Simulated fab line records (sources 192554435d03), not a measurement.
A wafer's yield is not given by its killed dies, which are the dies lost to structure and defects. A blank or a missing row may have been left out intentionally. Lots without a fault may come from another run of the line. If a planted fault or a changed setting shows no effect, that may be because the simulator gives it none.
Lot-split experiment / flow n5 finfet / 21 wafers read across 7 lots, on a route 1938 steps long

== SPLIT DETAILS ==
At N5_MOL_CONTACT_COAG_COAT_78 (resist thk 40 nm), the setting spin rpm was moved away from the recipe's 1500 rpm on 5 of the 21 wafers read, by -10.4% to +10.3%. This setting was run at the recipe's value on the other wafers.

The reading comes from the split's own step.

== THE READING ==
CAR-EUV_of_MOL_CONTACT_COAG_COAT_78.thk nm (the simulator's own value, which no gauge read), in nm, at N5_MOL_CONTACT_COAG_COAT_78 (resist thk 40 nm). The file gives no usual value for it. Across the 16 wafers here that went through the recipe, the average is 39.9 nm and the standard deviation 0.12 nm.

wafer=L077.2; tool, chamber at the split=litho track-01, 0; spin rpm as run, rpm=1500; against the recipe=recipe; CAR-EUV_of_MOL_CONTACT_COAG_COAT_78.thk nm, nm=40; against lot-mates on the recipe=-
wafer=L077.3; tool, chamber at the split=litho track-01, 0; spin rpm as run, rpm=1500; against the recipe=recipe; CAR-EUV_of_MOL_CONTACT_COAG_COAT_78.thk nm, nm=40; against lot-mates on the recipe=-
wafer=L077.5; tool, chamber at the split=litho track-01, 0; spin rpm as run, rpm=1395; against the recipe=-7.0%; CAR-EUV_of_MOL_CONTACT_COAG_COAT_78.thk nm, nm=41.4; against lot-mates on the recipe=+1.4
wafer=L078.2; tool, chamber at the split=litho track-05, 0; spin rpm as run, rpm=1500; against the recipe=recipe; CAR-EUV_of_MOL_CONTACT_COAG_COAT_78.thk nm, nm=39.8; against lot-mates on the recipe=-
wafer=L078.3; tool, chamber at the split=litho track-05, 0; spin rpm as run, rpm=1654; against the recipe=+10.3%; CAR-EUV_of_MOL_CONTACT_COAG_COAT_78.thk nm, nm=37.8; against lot-mates on the recipe=-2.1
wafer=L078.5; tool, chamber at the split=litho track-05, 0; spin rpm as run, rpm=1500; against the recipe=recipe; CAR-EUV_of_MOL_CONTACT_COAG_COAT_78.thk nm, nm=40; against lot-mates on the recipe=-
wafer=L079.3; tool, chamber at the split=litho track-05, 0; spin rpm as run, rpm=1500; against the recipe=recipe; CAR-EUV_of_MOL_CONTACT_COAG_COAT_78.thk nm, nm=40; against lot-mates on the recipe=-
wafer=L079.4; tool, chamber at the split=litho track-05, 0; spin rpm as run, rpm=1500; against the recipe=recipe; CAR-EUV_of_MOL_CONTACT_COAG_COAT_78.thk nm, nm=39.8; against lot-mates on the recipe=-
wafer=L079.6; tool, chamber at the split=litho track-05, 0; spin rpm as run, rpm=1500; against the recipe=recipe; CAR-EUV_of_MOL_CONTACT_COAG_COAT_78.thk nm, nm=39.8; against lot-mates on the recipe=-
wafer=L080.2; tool, chamber at the split=litho track-03, 0; spin rpm as run, rpm=1500; against the recipe=recipe; CAR-EUV_of_MOL_CONTACT_COAG_COAT_78.thk nm, nm=39.8; against lot-mates on the recipe=-
wafer=L080.3; tool, chamber at the split=litho track-03, 0; spin rpm as run, rpm=1500; against the recipe=recipe; CAR-EUV_of_MOL_CONTACT_COAG_COAT_78.thk nm, nm=39.8; against lot-mates on the recipe=-
wafer=L080.4; tool, chamber at the split=litho track-03, 0; spin rpm as run, rpm=1500; against the recipe=recipe; CAR-EUV_of_MOL_CONTACT_COAG_COAT_78.thk nm, nm=40; against lot-mates on the recipe=-
wafer=L086.1; tool, chamber at the split=litho track-03, 0; spin rpm as run, rpm=1500; against the recipe=recipe; CAR-EUV_of_MOL_CONTACT_COAG_COAT_78.thk nm, nm=40; against lot-mates on the recipe=-
wafer=L086.3; tool, chamber at the split=litho track-03, 0; spin rpm as run, rpm=1500; against the recipe=recipe; CAR-EUV_of_MOL_CONTACT_COAG_COAT_78.thk nm, nm=40; against lot-mates on the recipe=-
wafer=L086.2; tool, chamber at the split=litho track-03, 0; spin rpm as run, rpm=1500; against the recipe=recipe; CAR-EUV_of_MOL_CONTACT_COAG_COAT_78.thk nm, nm=39.8; against lot-mates on the recipe=-
wafer=L090.3; tool, chamber at the split=litho track-05, 0; spin rpm as run, rpm=1500; against the recipe=recipe; CAR-EUV_of_MOL_CONTACT_COAG_COAT_78.thk nm, nm=40.2; against lot-mates on the recipe=-
wafer=L090.5; tool, chamber at the split=litho track-05, 0; spin rpm as run, rpm=1344; against the recipe=-10.4%; CAR-EUV_of_MOL_CONTACT_COAG_COAT_78.thk nm, nm=42.2; against lot-mates on the recipe=+2.0
wafer=L090.6; tool, chamber at the split=litho track-05, 0; spin rpm as run, rpm=1344; against the recipe=-10.4%; CAR-EUV_of_MOL_CONTACT_COAG_COAT_78.thk nm, nm=42.4; against lot-mates on the recipe=+2.2
wafer=L091.1; tool, chamber at the split=litho track-01, 0; spin rpm as run, rpm=1500; against the recipe=recipe; CAR-EUV_of_MOL_CONTACT_COAG_COAT_78.thk nm, nm=39.8; against lot-mates on the recipe=-
wafer=L091.4; tool, chamber at the split=litho track-01, 0; spin rpm as run, rpm=1500; against the recipe=recipe; CAR-EUV_of_MOL_CONTACT_COAG_COAT_78.thk nm, nm=39.8; against lot-mates on the recipe=-
wafer=L091.6; tool, chamber at the split=litho track-01, 0; spin rpm as run, rpm=1619; against the recipe=+7.9%; CAR-EUV_of_MOL_CONTACT_COAG_COAT_78.thk nm, nm=38.4; against lot-mates on the recipe=-1.4

THE FIT
A straight line over all 21 wafers: CAR-EUV_of_MOL_CONTACT_COAG_COAT_78.thk nm changes by -0.216 nm for each +1% of spin rpm; r = -0.99; the points scatter about the line by 0.13 nm.
The same after taking each lot's own level away (the mean of its wafers on the recipe; 21 wafers): -0.198 nm for each +1%; r = -1.00; scatter 0.09 nm.
According to that fit, moving spin rpm by its largest amount changes the reading by 2.1 nm.
The lots' own levels span 39.80 to 40.20 nm, that is 3.3 times the standard deviation above.
So the lot-to-lot level changes the slope little: the two slopes agree.
Check: with one of the wafers moved furthest among these (-10.4%) left out of the fit, the line predicts +2.1 nm for it against its lot-mates. It came out at +2 nm against them.

== ADDITIONAL SPLITS CARRIED BY THESE WAFERS ==
Before the reading, these wafers also passed through other splits. Each is held against what the fit with the lots' levels taken away leaves over:
other split on the same wafers=N5_FIN_CUT_COAT_19 spin rpm; wafers away from the commonest value=10; r with CAR-EUV_of_MOL_CONTACT_COAG_COAT_78.thk nm (lot level and that fit taken away)=+0.13
other split on the same wafers=N5_DUMMY_GATE_COAT_28 spin rpm; wafers away from the commonest value=6; r with CAR-EUV_of_MOL_CONTACT_COAG_COAT_78.thk nm (lot level and that fit taken away)=-0.26
other split on the same wafers=N5_DUMMY_GATE_EXPOSE_12 dose mj; wafers away from the commonest value=2; r with CAR-EUV_of_MOL_CONTACT_COAG_COAT_78.thk nm (lot level and that fit taken away)=-0.13
other split on the same wafers=N5_SD_EPI_N_PEB_07 peb temp c; wafers away from the commonest value=10; r with CAR-EUV_of_MOL_CONTACT_COAG_COAT_78.thk nm (lot level and that fit taken away)=-0.11
other split on the same wafers=N5_SD_EPI_N_DEVELOP_08 develop time s; wafers away from the commonest value=7; r with CAR-EUV_of_MOL_CONTACT_COAG_COAT_78.thk nm (lot level and that fit taken away)=+0.33
other split on the same wafers=N5_HKMG_FIN_COAT_66 spin rpm; wafers away from the commonest value=5; r with CAR-EUV_of_MOL_CONTACT_COAG_COAT_78.thk nm (lot level and that fit taken away)=+0.34
other split on the same wafers=N5_GATE_CUT_ALD_22 ald cycles; wafers away from the commonest value=9; r with CAR-EUV_of_MOL_CONTACT_COAG_COAT_78.thk nm (lot level and that fit taken away)=-0.08

== THE FILE'S OWN FIT ==
CAR-EUV_of_MOL_CONTACT_COAG_COAT_78.thk nm changes by -0.198 nm for each +1% of spin rpm, r = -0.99.
